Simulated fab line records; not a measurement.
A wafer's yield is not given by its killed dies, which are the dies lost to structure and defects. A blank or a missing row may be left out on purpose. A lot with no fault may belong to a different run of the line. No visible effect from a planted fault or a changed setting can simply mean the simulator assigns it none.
Chamber matching || flow n5_finfet || N5_BEOL_M12_ETCH_38 on rie_diel-06 has 4 sister chambers
The step etches SiCN in CF4/N2, target depth 68.7 nm, time 73.4 s. 16 wafers are shown with their chamber, then 8 later ones without.

WAFERS, EACH WITH ITS CHAMBER
{"wafer": "L075.1", "chamber": 1, "throttle_valve_pct (%)": 15.59, "oes_product_au (a.u.)": 0.85, "showerhead_plenum_p_Torr (Torr)": 2.14}
{"wafer": "L075.4", "chamber": 3, "throttle_valve_pct (%)": 15.42, "oes_product_au (a.u.)": 0.82, "showerhead_plenum_p_Torr (Torr)": 2.16}
{"wafer": "L075.5", "chamber": 2, "throttle_valve_pct (%)": 15.74, "oes_product_au (a.u.)": 0.71, "showerhead_plenum_p_Torr (Torr)": 2.19}
{"wafer": "L079.1", "chamber": 3, "throttle_valve_pct (%)": 15.43, "oes_product_au (a.u.)": 0.81, "showerhead_plenum_p_Torr (Torr)": 2.15}
{"wafer": "L079.4", "chamber": 2, "throttle_valve_pct (%)": 15.76, "oes_product_au (a.u.)": 0.71, "showerhead_plenum_p_Torr (Torr)": 2.18}
{"wafer": "L079.5", "chamber": 3, "throttle_valve_pct (%)": 15.45, "oes_product_au (a.u.)": 0.81, "showerhead_plenum_p_Torr (Torr)": 2.15}
{"wafer": "L080.3", "chamber": 3, "throttle_valve_pct (%)": 15.45, "oes_product_au (a.u.)": 0.81, "showerhead_plenum_p_Torr (Torr)": 2.15}
{"wafer": "L080.4", "chamber": 0, "throttle_valve_pct (%)": 15.18, "oes_product_au (a.u.)": 0.91, "showerhead_plenum_p_Torr (Torr)": 2.17}
{"wafer": "L080.5", "chamber": 3, "throttle_valve_pct (%)": 15.46, "oes_product_au (a.u.)": 0.81, "showerhead_plenum_p_Torr (Torr)": 2.15}
{"wafer": "L082.3", "chamber": 2, "throttle_valve_pct (%)": 15.77, "oes_product_au (a.u.)": 0.69, "showerhead_plenum_p_Torr (Torr)": 2.18}
{"wafer": "L082.5", "chamber": 0, "throttle_valve_pct (%)": 15.19, "oes_product_au (a.u.)": 0.91, "showerhead_plenum_p_Torr (Torr)": 2.16}
{"wafer": "L082.6", "chamber": 1, "throttle_valve_pct (%)": 15.62, "oes_product_au (a.u.)": 0.84, "showerhead_plenum_p_Torr (Torr)": 2.14}
{"wafer": "L088.4", "chamber": 2, "throttle_valve_pct (%)": 15.78, "oes_product_au (a.u.)": 0.69, "showerhead_plenum_p_Torr (Torr)": 2.18}
{"wafer": "L088.5", "chamber": 2, "throttle_valve_pct (%)": 15.80, "oes_product_au (a.u.)": 0.69, "showerhead_plenum_p_Torr (Torr)": 2.18}
{"wafer": "L088.6", "chamber": 1, "throttle_valve_pct (%)": 15.65, "oes_product_au (a.u.)": 0.82, "showerhead_plenum_p_Torr (Torr)": 2.14}
{"wafer": "L085.1", "chamber": 1, "throttle_valve_pct (%)": 15.64, "oes_product_au (a.u.)": 0.83, "showerhead_plenum_p_Torr (Torr)": 2.14}

SIGNATURES (averages over the wafers above)
{"reading": "throttle_valve_pct", "chamber 0": 15.1850, "chamber 1": 15.6250, "chamber 2": 15.7700, "chamber 3": 15.4420, "scatter within a chamber": 0.0209}
{"reading": "oes_product_au", "chamber 0": 0.9100, "chamber 1": 0.8350, "chamber 2": 0.6980, "chamber 3": 0.8120, "scatter within a chamber": 0.0094}
{"reading": "showerhead_plenum_p_Torr", "chamber 0": 2.1650, "chamber 1": 2.1400, "chamber 2": 2.1820, "chamber 3": 2.1520, "scatter within a chamber": 0.00418}
Rule: distance of a wafer from a chamber = root of the sum over the readings of ((wafer's reading minus chamber's mean) / reading's scatter) squared. The wafer belongs to the nearest chamber; if the next one is less than 2 further off, it can't be placed. The scatter: take each reading less its chamber's mean, square it, sum over the shown wafers, divide by the number of wafers less the number of chambers, and take the root.

WAFERS WITHOUT THEIR CHAMBER
{"wafer": "L085.4", "throttle_valve_pct (%)": 15.48, "oes_product_au (a.u.)": 0.80, "showerhead_plenum_p_Torr (Torr)": 2.15}
{"wafer": "L085.5", "throttle_valve_pct (%)": 15.67, "oes_product_au (a.u.)": 0.83, "showerhead_plenum_p_Torr (Torr)": 2.14}
{"wafer": "L087.1", "throttle_valve_pct (%)": 15.65, "oes_product_au (a.u.)": 0.82, "showerhead_plenum_p_Torr (Torr)": 2.13}
{"wafer": "L087.5", "throttle_valve_pct (%)": 15.52, "oes_product_au (a.u.)": 0.79, "showerhead_plenum_p_Torr (Torr)": 2.15}
{"wafer": "L087.6", "throttle_valve_pct (%)": 15.81, "oes_product_au (a.u.)": 0.69, "showerhead_plenum_p_Torr (Torr)": 2.18}
{"wafer": "L094.1", "throttle_valve_pct (%)": 15.52, "oes_product_au (a.u.)": 0.78, "showerhead_plenum_p_Torr (Torr)": 2.14}
{"wafer": "L094.4", "throttle_valve_pct (%)": 15.27, "oes_product_au (a.u.)": 0.86, "showerhead_plenum_p_Torr (Torr)": 2.15}
{"wafer": "L094.5", "throttle_valve_pct (%)": 15.82, "oes_product_au (a.u.)": 0.68, "showerhead_plenum_p_Torr (Torr)": 2.17}

EACH ONE'S CHAMBER
{"wafer": "L085.4", "from the rows above": 3, "in truth": 3}
{"wafer": "L085.5", "from the rows above": 1, "in truth": 1}
{"wafer": "L087.1", "from the rows above": 1, "in truth": 1}
{"wafer": "L087.5", "from the rows above": 3, "in truth": 3}
{"wafer": "L087.6", "from the rows above": 2, "in truth": 2}
{"wafer": "L094.1", "from the rows above": "can't be placed: 3 or 1", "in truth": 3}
{"wafer": "L094.4", "from the rows above": 0, "in truth": 0}
{"wafer": "L094.5", "from the rows above": 2, "in truth": 2}
7 of 8 placed correctly. These rows do not allow placing 1 (true chamber among the candidates in 1). 0 placed wrongly.
